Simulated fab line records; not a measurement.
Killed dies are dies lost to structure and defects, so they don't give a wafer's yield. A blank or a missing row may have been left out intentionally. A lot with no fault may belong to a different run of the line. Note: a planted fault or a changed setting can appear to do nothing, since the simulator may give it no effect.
fab line records ; flow nand-harc
record: lots: 5; wafers: 14; last-day: 24
route steps=1159 shown A_CHANNEL_HOLE_D1@456
lots that met no fault: from a run of the same line without faults
start-h: hours from the record's first day to the start of the lot's first wafer shown ; wait-h: hours from the lot's prior step to this one ; " the same as in the row above ; L1.1+2: several wafers, shown together as one row ; - no value, or no start given ; * or withheld: withheld ; < > ~ a bound
route shown NAME@n: NAME is a module with steps in the file, n the number in the route of the first one ; usual: mean and standard deviation over wafers with no fault ; same: alike in all rows ; chamber/n: place in a boat ; sites: each site's reading ; _std_site: the values' standard deviation ; _edge_site: the outer-site mean with the inner-site mean subtracted ; radius-mm: for every site, how far away it sits from the centre of the wafer ; mask NAME#n: copy n ; behind: tool/chamber where the wafer was last shaped ; hold: reason for holding the lot/hours on hold/outcome of the hold ; device: whichever transistor did not switch (one of n, p or np) ; end of line: the tests these same wafers got at the end of their route ; a step with no rows: only its recipe ; killed: at the first sort, the dies lost to defects and structure; wafer yield is something else ; map: per-die view of a wafer (x killed, . not killed, _ where there is no die)
set.NAME: the run value of the setting; set.NAME@STEP: its run value at that earlier step ; model.NAME: the simulator's own value behind a step, which no gauge read
lots at selected steps of the route; one table per step, one row per wafer
services: from which hour (start-h, from the record's first day; less than 0 if before it) a tool's chamber was out of use, for how many hours, and why
== steps ==
step: NHARC_A_CHANNEL_HOLE_D1_COAT_04
recipe: spin-rpm: 1500; resist-thk-nm: 90
step: NHARC_A_CHANNEL_HOLE_D1_SOFTBAKE_05
recipe: temp-c: 105; time-s: 55
step: NHARC_A_CHANNEL_HOLE_D1_EBR_06
step: NHARC_A_CHANNEL_HOLE_D1_EXPOSE_07
recipe: na: 1.35; target-cd-nm: 100; sigma-outer: 0.3; dose-mj: 59.65; mask-id: HOLE_D1
step: NHARC_A_CHANNEL_HOLE_D1_PEB_08
recipe: peb-temp-c: 100; peb-time-s: 65
step: NHARC_A_CHANNEL_HOLE_D1_DEVELOP_09
recipe: develop-time-s: 35; dev-temp-c: 23
step: NHARC_A_CHANNEL_HOLE_D1_CD_MEAS_10
recipe: target-cd-nm: 100; landing-energy-ev: 500
usual: cd-nm: 100.1/0.36
lot.wafer;tool;chamber;start-h;wait-h;cd-nm
L685.2;cd-sem-02;0;192.80;-;100.1
L685.5;cd-sem-02;0;192.80;-;99.9
L685.6;cd-sem-02;0;192.80;-;99.9
L690.5;cd-sem-01;0;221.94;-;100.6
L690.6;cd-sem-01;0;221.94;-;100.3
L697.1;cd-sem-02;0;268.82;-;100.2
L697.2;cd-sem-02;0;268.82;-;100.7
L697.5;cd-sem-02;0;268.82;-;100.9
L701.3;cd-sem-02;0;280.08;-;99.9
L701.4;cd-sem-02;0;280.08;-;100.2
L701.5;cd-sem-02;0;280.08;-;99.9
L702.2;cd-sem-01;0;293.84;-;99.6
L702.3;cd-sem-01;0;293.84;-;99.5
L702.6;cd-sem-01;0;293.84;-;100.1
step: NHARC_A_CHANNEL_HOLE_D1_OVL_MEAS_11
usual: overlay-x-nm: -0.3/0.89; overlay-y-nm: -0.1/0.85
lot.wafer;tool;chamber;start-h;wait-h;overlay-x-nm;overlay-y-nm
L685.2;overlay-02;-;192.88;-;-0.4;-0.4
L685.5;overlay-02;-;192.88;-;-1.2;0.2
L685.6;overlay-02;-;192.88;-;-0.5;-0.1
L690.5;overlay-01;-;222.02;-;0.4;0.3
L690.6;overlay-01;-;222.02;-;0.7;0.1
L697.1;overlay-02;-;268.91;-;-0.9;-1.2
L697.2;overlay-02;-;268.91;-;-1.2;-1.0
L697.5;overlay-02;-;268.91;-;-0.2;-1.3
L701.3;overlay-01;-;280.16;-;-0.5;-0.3
L701.4;overlay-01;-;280.16;-;-0.3;-0.6
L701.5;overlay-01;-;280.16;-;-0.6;-1.0
L702.2;overlay-02;-;293.93;-;-0.5;0.7
L702.3;overlay-02;-;293.93;-;-0.6;0.7
L702.6;overlay-02;-;293.93;-;-0.7;0.5
step: NHARC_A_CHANNEL_HOLE_D1_INSPECT_12
usual: raw-defect-count: 5.1/2.7
lot.wafer;tool;chamber;start-h;wait-h;raw-defect-count
L685.2;defect-inspect-02;-;192.92;0.0;5
L685.5;defect-inspect-02;-;192.92;0.0;1
L685.6;defect-inspect-02;-;192.92;0.0;5
L690.5;defect-inspect-01;-;222.07;0.1;7
L690.6;defect-inspect-01;-;222.07;0.1;8
L697.1;defect-inspect-02;-;268.96;0.1;9
L697.2;defect-inspect-02;-;268.96;0.1;7
L697.5;defect-inspect-02;-;268.96;0.1;12
L701.3;defect-inspect-02;-;280.20;0.0;2
L701.4;defect-inspect-02;-;280.20;0.0;6
L701.5;defect-inspect-02;-;280.20;0.0;4
L702.2;defect-inspect-01;-;293.96;0.0;6
L702.3;defect-inspect-01;-;293.96;0.0;5
L702.6;defect-inspect-01;-;293.96;0.0;8
step: NHARC_A_CHANNEL_HOLE_D1_DESCUM_15
recipe: time-s: 3; o2-flow-sccm: 200; ar-flow-sccm: 0; bias-power-w: 0; chemistry: O2
usual: drypump-motor-current-A: 5.39/0.29; o2-flow-sccm: 200.0/0.59; oes-product-au: 0.999/0.0081; rf-vpp-V: 57.8/0.88; showerhead-plenum-p-Torr: 1.91/0.08; throttle-valve-pct: 11.311/0.0078
lot.wafer;tool;chamber;start-h;wait-h;drypump-motor-current-A;o2-flow-sccm;oes-product-au;rf-hours-counter-h;rf-vpp-V;showerhead-plenum-p-Torr;throttle-valve-pct
L685.2;rie-diel-07;2;192.98;0.1;5.37;199.3;0.990;10;58.3;1.91;11.310
L685.6;rie-diel-07;2;192.98;0.1;5.34;199.8;1.001;-;58.5;1.92;11.311
L685.5;rie-diel-07;3;192.98;0.1;4.91;199.9;0.990;-;59.0;2.00;11.319
L690.5;rie-diel-07;1;222.17;0.1;5.63;200.3;0.998;-;58.9;2.01;11.302
L690.6;rie-diel-07;2;222.17;0.1;5.35;199.9;0.993;-;58.1;1.91;11.319
L697.2;rie-diel-03;0;269.03;0.1;5.01;198.9;0.996;3;58.3;1.88;11.309
L697.1;rie-diel-03;1;269.03;0.1;5.73;200.3;0.982;3;57.9;1.78;11.304
L697.5;rie-diel-03;3;269.03;0.1;5.45;200.2;0.992;-;57.5;1.98;11.305
L701.4;rie-diel-01;3;280.26;0.1;5.93;199.5;1.009;10;58.8;1.95;11.303
L701.3;rie-diel-01;0;280.26;0.1;5.60;199.7;1.012;9;59.5;1.95;11.308
L701.5;rie-diel-01;3;280.26;0.1;5.94;199.4;1.012;-;57.7;1.95;11.314
L702.2;rie-diel-01;2;294.03;0.1;4.92;199.7;1.001;8;57.5;1.95;11.312
L702.3;rie-diel-01;3;294.03;0.1;5.98;200.0;0.996;11;57.9;1.94;11.322
L702.6;rie-diel-01;1;294.03;0.1;5.31;199.5;1.002;-;56.9;1.86;11.319
step: NHARC_A_CHANNEL_HOLE_D1_ETCH_38
recipe: target-depth-a: 390; over-etch-frac: 0.3; time-s: 65; ion-energy-ev: 80; cf4-flow-sccm: 150; ar-flow-sccm: 0; rf-w: 300; bias-w: 100; chemistry: CF4
usual: drypump-motor-current-A: 5.40/0.29; oes-product-au: 0.999/0.0077; rf-vpp-V: 151.3/1.1; showerhead-plenum-p-Torr: 1.76/0.068; throttle-valve-pct: 13.283/0.0096
lot.wafer;tool;chamber;start-h;wait-h;drypump-motor-current-A;oes-product-au;rf-hours-counter-h;rf-vpp-V;showerhead-plenum-p-Torr;throttle-valve-pct
L685.2;rie-diel-07;2;193.08;0.1;5.34;0.995;10;151.9;1.77;13.291
L685.5;rie-diel-07;3;193.08;0.1;4.92;0.989;-;151.5;1.84;13.293
L685.6;rie-diel-07;0;193.08;0.1;5.47;0.993;-;152.1;1.72;13.293
L690.6;rie-diel-07;0;222.24;0.1;5.47;1.003;-;150.9;1.72;13.307
L690.5;rie-diel-07;1;222.24;0.1;5.60;0.993;-;151.5;1.85;13.292
L697.2;rie-diel-03;0;269.11;0.1;5.03;1.010;3;150.3;1.74;13.279
L697.1;rie-diel-03;2;269.11;0.1;5.33;0.997;3;150.3;1.66;13.291
L697.5;rie-diel-03;1;269.11;0.1;5.70;1.000;-;150.0;1.66;13.283
L701.3;rie-diel-01;3;280.34;0.1;5.94;1.003;10;151.9;1.80;13.290
L701.4;rie-diel-01;1;280.34;0.1;5.34;0.998;9;151.0;1.72;13.277
L701.5;rie-diel-01;3;280.34;0.1;5.97;0.998;-;150.6;1.80;13.296
L702.2;rie-diel-01;0;294.11;0.1;5.59;0.997;10;152.4;1.80;13.291
L702.3;rie-diel-01;2;294.11;0.1;4.91;1.003;8;152.1;1.80;13.284
L702.6;rie-diel-01;0;294.11;0.1;5.57;1.015;-;151.5;1.80;13.281
step: NHARC_A_CHANNEL_HOLE_D1_ETCH_39
recipe: target-depth-a: 2600; over-etch-frac: 0.3; time-s: 325; ion-energy-ev: 200; n2-flow-sccm: 150; h2-flow-sccm: 150; ar-flow-sccm: 0; rf-w: 400; bias-w: 150; chemistry: N2/H2
usual: drypump-motor-current-A: 5.38/0.29; oes-product-au: 0.998/0.0079; rf-vpp-V: 430.3/2.5; showerhead-plenum-p-Torr: 2.03/0.087; throttle-valve-pct: 14.170/0.0095
lot.wafer;tool;chamber;start-h;wait-h;drypump-motor-current-A;oes-product-au;rf-hours-counter-h;rf-vpp-V;showerhead-plenum-p-Torr;throttle-valve-pct
L685.2;rie-diel-07;3;-;-;4.89;0.986;10;434.1;2.13;14.165
L685.6;rie-diel-07;2;-;-;5.32;0.998;-;431.1;2.04;14.170
L685.5;rie-diel-07;3;-;-;4.91;0.992;-;434.2;2.13;14.175
L690.5;rie-diel-07;2;-;-;5.40;0.989;-;428.7;2.04;14.174
L690.6;rie-diel-07;3;-;-;4.91;0.999;-;433.8;2.13;14.178
L697.1;rie-diel-03;2;-;-;5.35;1.002;3;426.4;1.90;14.173
L697.2;rie-diel-03;0;-;-;5.01;1.007;3;429.4;2.00;14.173
L697.5;rie-diel-03;3;-;-;5.53;0.974;-;434.2;2.12;14.177
L701.3;rie-diel-01;1;-;-;5.35;0.996;9;429.7;1.98;14.180
L701.4;rie-diel-01;3;-;-;6.00;1.012;10;431.2;2.07;14.164
L701.5;rie-diel-01;1;-;-;5.37;1.000;-;428.8;1.98;14.158
L702.3;rie-diel-01;3;-;-;5.99;1.008;11;430.8;2.07;14.155
L702.2;rie-diel-01;2;-;-;4.92;1.001;8;432.3;2.07;14.168
L702.6;rie-diel-01;0;-;-;5.60;1.008;-;431.7;2.08;14.181
step: NHARC_A_CHANNEL_HOLE_D1_ETCH_34
recipe: target-depth-a: 1540; time-s: 77; cf4-flow-sccm: 100; chf3-flow-sccm: 30; ar-flow-sccm: 0; rf-w: 500; bias-w: 200; chemistry: CF4/CHF3
usual: drypump-motor-current-A: 5.37/0.3; oes-product-au: 0.952/0.022; rf-vpp-V: 370.5/2.2; showerhead-plenum-p-Torr: 1.57/0.06; throttle-valve-pct: 16.802/0.0098
lot.wafer;tool;chamber;start-h;wait-h;drypump-motor-current-A;oes-product-au;rf-hours-counter-h;rf-vpp-V;showerhead-plenum-p-Torr;throttle-valve-pct
L685.2;rie-diel-07;3;193.42;-;4.92;0.949;10;373.0;1.64;16.813
L685.6;rie-diel-07;2;193.42;-;5.39;0.967;-;370.4;1.57;16.798
L685.5;rie-diel-07;3;193.42;-;4.89;0.965;-;372.4;1.64;16.796
L690.5;rie-diel-07;2;222.59;-;5.35;0.852;-;370.0;1.57;16.810
L690.6;rie-diel-07;3;222.59;-;4.90;0.930;-;373.0;1.64;16.798
L697.2;rie-diel-03;2;269.45;-;5.35;0.976;3;365.9;1.47;16.791
L697.1;rie-diel-03;0;269.45;-;5.02;0.967;3;369.6;1.55;16.809
L697.5;rie-diel-03;2;269.45;-;5.36;0.983;-;366.7;1.47;16.816
L701.4;rie-diel-01;1;280.69;-;5.32;0.984;9;369.4;1.53;16.811
L701.3;rie-diel-01;3;280.69;-;5.97;0.969;10;370.4;1.60;16.796
L701.5;rie-diel-01;1;280.69;-;5.36;0.989;-;369.5;1.53;16.817
L702.3;rie-diel-01;3;294.46;-;5.94;0.932;11;372.3;1.60;16.783
L702.2;rie-diel-01;1;294.46;-;5.35;0.931;10;369.2;1.53;16.795
L702.6;rie-diel-01;3;294.46;-;5.94;0.923;-;370.7;1.60;16.794
step: NHARC_A_CHANNEL_HOLE_D1_ETCH_16
recipe: target-depth-a: 31000; over-etch-frac: 0.3; time-s: 806; ion-energy-ev: 150; o2-flow-sccm: 400; cos-flow-sccm: 20; ar-flow-sccm: 0; rf-w: 500; bias-w: 300; chemistry: O2/COS
usual: drypump-motor-current-A: 5.39/0.29; o2-flow-sccm: 400.0/1; oes-product-au: 0.999/0.008; rf-vpp-V: 314.0/1.8; showerhead-plenum-p-Torr: 3.11/0.12; throttle-valve-pct: 28.330/0.0084
lot.wafer;tool;chamber;start-h;wait-h;drypump-motor-current-A;o2-flow-sccm;oes-product-au;rf-hours-counter-h;rf-vpp-V;showerhead-plenum-p-Torr;throttle-valve-pct
L685.2;rie-diel-07;0;-;-;5.49;400.5;0.993;9;313.4;3.04;28.330
L685.5;rie-diel-07;0;-;-;5.48;398.3;0.999;-;312.5;3.04;28.333
L685.6;rie-diel-07;1;-;-;5.62;400.0;0.994;-;316.7;3.27;28.328
L690.5;rie-diel-07;2;-;-;5.37;401.7;0.996;-;314.7;3.12;28.333
L690.6;rie-diel-07;3;-;-;4.94;399.4;0.991;-;316.1;3.25;28.339
L697.2;rie-diel-03;0;-;-;5.02;401.0;1.011;3;313.6;3.07;28.342
L697.1;rie-diel-03;2;-;-;5.36;399.0;0.999;3;312.4;2.92;28.328
L697.5;rie-diel-03;0;-;-;5.01;400.2;1.003;-;315.0;3.07;28.333
L701.3;rie-diel-01;3;-;-;5.98;398.9;1.002;10;315.3;3.17;28.328
L701.4;rie-diel-01;0;-;-;5.59;398.8;0.996;9;314.6;3.18;28.327
L701.5;rie-diel-01;3;-;-;5.96;398.7;1.004;-;315.2;3.17;28.337
L702.3;rie-diel-01;0;-;-;5.59;399.7;0.995;11;314.3;3.18;28.341
L702.2;rie-diel-01;1;-;-;5.34;401.4;1.008;10;313.8;3.04;28.342
L702.6;rie-diel-01;3;-;-;5.95;398.2;1.003;-;315.0;3.17;28.344
== services ==
tool;chamber;start-h;hours;kind
rie-diel-01;2;169.09;25.7;repair
rie-diel-01;0;171.30;-;clean
rie-diel-01;1;171.30;-;clean
rie-diel-01;3;171.30;-;clean
rie-diel-01;-;179.47;0.5;repair
rie-diel-07;3;195.03;1.2;repair
rie-diel-01;0;195.80;-;clean
rie-diel-01;1;195.80;-;clean
rie-diel-01;2;195.80;-;clean
rie-diel-01;3;195.80;-;clean
rie-diel-03;-;215.30;9.0;pm
rie-diel-01;0;220.30;-;clean
rie-diel-01;1;220.30;-;clean
rie-diel-01;2;220.30;-;clean
rie-diel-01;3;220.30;-;clean
rie-diel-07;-;228.46;9.0;pm
rie-diel-01;0;244.80;-;clean
rie-diel-01;1;244.80;-;clean
rie-diel-01;2;244.80;-;clean
rie-diel-01;3;244.80;-;clean
rie-diel-01;0;269.30;-;clean
rie-diel-01;1;269.30;-;clean
rie-diel-01;2;269.30;-;clean
rie-diel-01;3;269.30;-;clean
== key ==
first-sign: step: NHARC_A_CHANNEL_HOLE_D1_ETCH_34; reading: oes-product-au; direction: down; sigmas: 4.5; usual: 0.952; struck: 0.852
effect none on later readings
met-at NHARC_A_CHANNEL_HOLE_D1_ETCH_34
struck-wafers L690.5
later-rows-left-out L690.5
sort-left-out L690.5
tester-left-out L690
onset-between 193.42 222.59
fault: kind: process-parameter-drift; tool: rie-diel-07; chamber: -; onset-h: 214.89; steps: NHARC_A_CHANNEL_HOLE_D1_ETCH_34; channel: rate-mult; offset: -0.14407; shape: step; end-h: 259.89; scope: struck-wafers-only
tester-left-out: of these lots the tester's yield and bins aren't shown, on N5 and GAA mostly nor the transistor test; their killed dies are dies lost to structure and defects alone, not to doping, threshold or leakage, so they don't give the yield
sort-left-out: the simulated sort isn't trusted on such a fault, so these wafers' sort isn't shown, and their yield isn't known
later-rows-left-out: the simulator's readings of these wafers behind a module that went badly wrong aren't trusted and aren't shown, but for the sort
